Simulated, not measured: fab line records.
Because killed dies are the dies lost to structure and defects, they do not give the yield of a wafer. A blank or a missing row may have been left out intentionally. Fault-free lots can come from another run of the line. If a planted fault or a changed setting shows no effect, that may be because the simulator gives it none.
Split-lot trial	flow n5-finfet	21 wafers read across 7 lots, on a route 1938 steps long

THE SPLIT ITSELF
At N5_BEOL_M5_COAT_66 (time 60 s, resist thk 12 nm), the setting spin-rpm was moved away from the recipe's 1500 rpm on 7 of the 21 wafers read, by +5.6% to +10.5%. This setting was run at the recipe's value on the other wafers.

FROM THE SPLIT TO THE READING: what the file shows between them, 4 steps
- N5_BEOL_M5_COAT_74: time 60 s, resist thk 5 nm
- N5_BEOL_M5_COAT_22: resist thk 30 nm
- N5_BEOL_M5_DESCUM_33: chemistry O2, time 7 s
- N5_BEOL_M5_ETCH_75: etches underlayer in N2/H2, target depth 6.5 nm, time 5.2 s

THE READING
CAR-EUV_of_BEOL_M5_COAT_22.thk-nm (the simulator's own value, which no gauge read), in nm, at N5_BEOL_M5_ETCH_67 (etches SiARC in CF4, target depth 15.6 nm, time 26 s). There is no usual value for it anywhere in the file. The 14 wafers here that ran the recipe average 11.2 nm, standard deviation 0.091 nm.

wafer	tool, chamber at the split	spin-rpm as run, rpm	against the recipe	CAR-EUV_of_BEOL_M5_COAT_22.thk-nm, nm	against lot-mates on the recipe
L074.1	litho-track-03, 0	1500	recipe	11.2	-
L074.3	litho-track-03, 0	1658	+10.5%	11.6	+0.4
L074.5	litho-track-03, 0	1658	+10.5%	11.6	+0.4
L075.1	litho-track-04, 0	1584	+5.6%	11.4	+0.2
L075.3	litho-track-04, 0	1584	+5.6%	11.4	+0.2
L075.6	litho-track-04, 0	1500	recipe	11.2	-
L076.3	litho-track-03, 0	1500	recipe	11.4	-
L076.5	litho-track-03, 0	1500	recipe	11.2	-
L076.6	litho-track-03, 0	1500	recipe	11.2	-
L079.1	litho-track-03, 0	1500	recipe	11.2	-
L079.5	litho-track-03, 0	1500	recipe	11.2	-
L079.6	litho-track-03, 0	1500	recipe	11.2	-
L091.1	litho-track-03, 0	1500	recipe	11	-
L091.3	litho-track-03, 0	1500	recipe	11	-
L091.5	litho-track-03, 0	1605	+7.0%	11.4	+0.4
L089.2	litho-track-04, 0	1500	recipe	11.2	-
L089.4	litho-track-04, 0	1500	recipe	11.2	-
L089.5	litho-track-04, 0	1500	recipe	11.2	-
L096.2	litho-track-04, 0	1593	+6.2%	11.6	+0.4
L096.3	litho-track-04, 0	1593	+6.2%	11.4	+0.2
L096.5	litho-track-04, 0	1500	recipe	11.2	-

FIT RESULTS
A straight line over all 21 wafers: CAR-EUV_of_BEOL_M5_COAT_22.thk-nm changes by +0.0401 nm for each +1% of spin-rpm; r = +0.87; the points scatter about the line by 0.089 nm.
The same after taking each lot's own level away (the mean of its wafers on the recipe; 21 wafers): +0.0415 nm for each +1%; r = +0.94; scatter 0.059 nm.
The reading moves by 0.44 nm for the largest change in spin-rpm, on that fit.
The span of the lots' own levels, 11.00 to 11.27 nm, comes to 2.9 times the standard deviation stated above.
The two slopes are in agreement: the lot-to-lot level therefore moves the slope only a little.
Check: for one of the wafers moved furthest among these (+10.5%), held out of the fit, the line's prediction against its lot-mates is +0.456 nm. It came out at +0.4 nm against them.

THE WHOLE CHAIN: every reading that the file lists as answering this split, in the file's order
step	what it does	reading	change (the file's fit)	r (the file's)
N5_BEOL_M5_COAT_66	time 60 s, resist thk 12 nm	SiARC_of_BEOL_M5_COAT_66.thk-nm (the simulator's own value, which no gauge read)	-0.0554 nm for each +1% of the setting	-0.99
N5_BEOL_M5_ETCH_67	etches SiARC in CF4, target depth 15.6 nm, time 26 s	etch.depth-nm (the simulator's own value, which no gauge read)	-0.0533 nm for each +1% of the setting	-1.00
N5_BEOL_M5_ETCH_67	etches SiARC in CF4, target depth 15.6 nm, time 26 s	CAR-EUV_of_BEOL_M5_COAT_22.thk-nm (the simulator's own value, which no gauge read)	+0.0435 nm for each +1% of the setting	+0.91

THE FILE'S OWN FIT
CAR-EUV_of_BEOL_M5_COAT_22.thk-nm changes by +0.0435 nm for each +1% of spin-rpm, r = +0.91.
